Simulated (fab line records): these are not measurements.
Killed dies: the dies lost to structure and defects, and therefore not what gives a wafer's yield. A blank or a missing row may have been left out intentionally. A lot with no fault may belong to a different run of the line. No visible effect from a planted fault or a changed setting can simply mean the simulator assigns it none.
Which tool was responsible?    flow n5Finfet    36 wafers from 12 lots sampled at 3 of the route's 1938 steps

WHAT THE GAUGES READ, wafer by wafer
N5_BEOL_M12_THK_MEAS_01.
lot   measured      on            M12_ILD_THK (nm)
L924  day 12 15:43  filmMetro-01  655 656 666
L928  day 13 21:53  filmMetro-02  654 674 670
L930  day 13 22:27  filmMetro-02  653 673 677
L931  day 14 02:42  filmMetro-02  670 667 675
L933  day 14 08:46  filmMetro-01  665 661 661
L932  day 15 00:18  filmMetro-01  644 668 675
L936  day 15 01:40  filmMetro-02  647 660 666
L934  day 15 06:59  filmMetro-01  653 663 668
L946  day 16 22:05  filmMetro-02  656 664 666
L945  day 17 20:37  filmMetro-02  669 664 665
L940  day 17 23:43  filmMetro-02  664 662 662
L947  day 19 01:49  filmMetro-02  661 653 665

N5_BEOL_M12_OVL_MEAS_11.
lot   measured      on          V11_OVL (nm)
L924  day 12 16:04  overlay-02  -2 3 -6
L928  day 13 22:13  overlay-02  -1 6 5
L930  day 13 22:55  overlay-02  5 4 1
L931  day 14 03:10  overlay-02  2 -5 -6
L933  day 14 09:05  overlay-01  5 5 1
L932  day 15 00:38  overlay-02  11 5 2
L936  day 15 02:08  overlay-01  9 9 4
L934  day 15 07:19  overlay-01  4 9 6
L946  day 16 22:33  overlay-02  12 12 3
L945  day 17 20:56  overlay-02  3 8 2
L940  day 18 00:02  overlay-02  10 5 3
L947  day 19 02:08  overlay-01  7 -4 5

WHAT TOOL EACH LOT RAN ON (gives the tool, then ch and the chambers of the sampled wafers, and finally the start)
lot   N5_BEOL_M12_PEB_08
L924  lithoTrack-01 ch 0, day 12 15:55
L928  lithoTrack-01 ch 0, day 13 22:04
L930  lithoTrack-03 ch 0, day 13 22:46
L931  lithoTrack-01 ch 0, day 14 03:01
L933  lithoTrack-01 ch 0, day 14 08:57
L932  lithoTrack-05 ch 0, day 15 00:29
L936  lithoTrack-03 ch 0, day 15 01:59
L934  lithoTrack-01 ch 0, day 15 07:11
L946  lithoTrack-03 ch 0, day 16 22:24
L945  lithoTrack-03 ch 0, day 17 20:48
L940  lithoTrack-03 ch 0, day 17 23:54
L947  lithoTrack-05 ch 0, day 19 02:00
- N5_BEOL_M12_PEB_08: peb time 90 s.

AS READ BY THE TOOLS THEMSELVES (means over the sampled wafers that have a number; for cases with no such wafer, the mark the record gives instead)
N5_BEOL_M12_PEB_08.
lot   tool           plateTempC (C)
L924  lithoTrack-01  130.02
L928  lithoTrack-01  129.93
L930  lithoTrack-03  130.05
L931  lithoTrack-01  129.79
L933  lithoTrack-01  129.97
L932  lithoTrack-05  129.89
L936  lithoTrack-03  129.98
L934  lithoTrack-01  130.04
L946  lithoTrack-03  129.90
L945  lithoTrack-03  130.89
L940  lithoTrack-03  130.97
L947  lithoTrack-05  130.08

THE ANSWER, worked out from the rows above alone
Rule: the lots themselves supply what counts as usual. Put in order of their means at a reading, lots are off if they are a third of the lots or fewer, leave a main group of 4 or more, and stand apart from it by a gap of 3 or more times the standard deviation of the main group's means; of several such gaps the widest counts. A main group is skipped when, at the precision printed for the reading in the tables above, its means are all equal. Also off: a lot with no number at a reading for which 4 or more lots have one. The other lots that the step has rows for count as sound. After the gauges, taken in route order, come the tools' own readings; for these a lot's mean is taken, as printed above. At the first step where some lot is off, the reading lying furthest off is the one used; lots without a number count as furthest.
Off: L945, L940, at N5_BEOL_M12_PEB_08 (plateTempC). Mean 129.97 C and standard deviation 0.084 in the main group.
If a tool, at that step or one of the process steps before it, ran each lot that is off and ran no sound lot following the first of them, it fits. One fits: lithoTrack-03 at N5_BEOL_M12_PEB_08. A fault onset in the window from L946 (day 16 22:24, its last sound lot) to L945 (day 17 20:48, its first lot off) fits.
On the lots that are off, the tool's own readings at N5_BEOL_M12_PEB_08 differ by more than 5 times the standard deviation of the sound lots' means, which bears it out; plateTempC reads 130.93 C there versus 129.97 C on the sound lots.

WHAT HAD BEEN PUT IN BY THE SIMULATOR
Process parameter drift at N5_BEOL_M12_PEB_08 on lithoTrack-03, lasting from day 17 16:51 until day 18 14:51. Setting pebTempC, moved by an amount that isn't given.
Struck lots among those shown: L945, L940. The rule above reached the same finding.
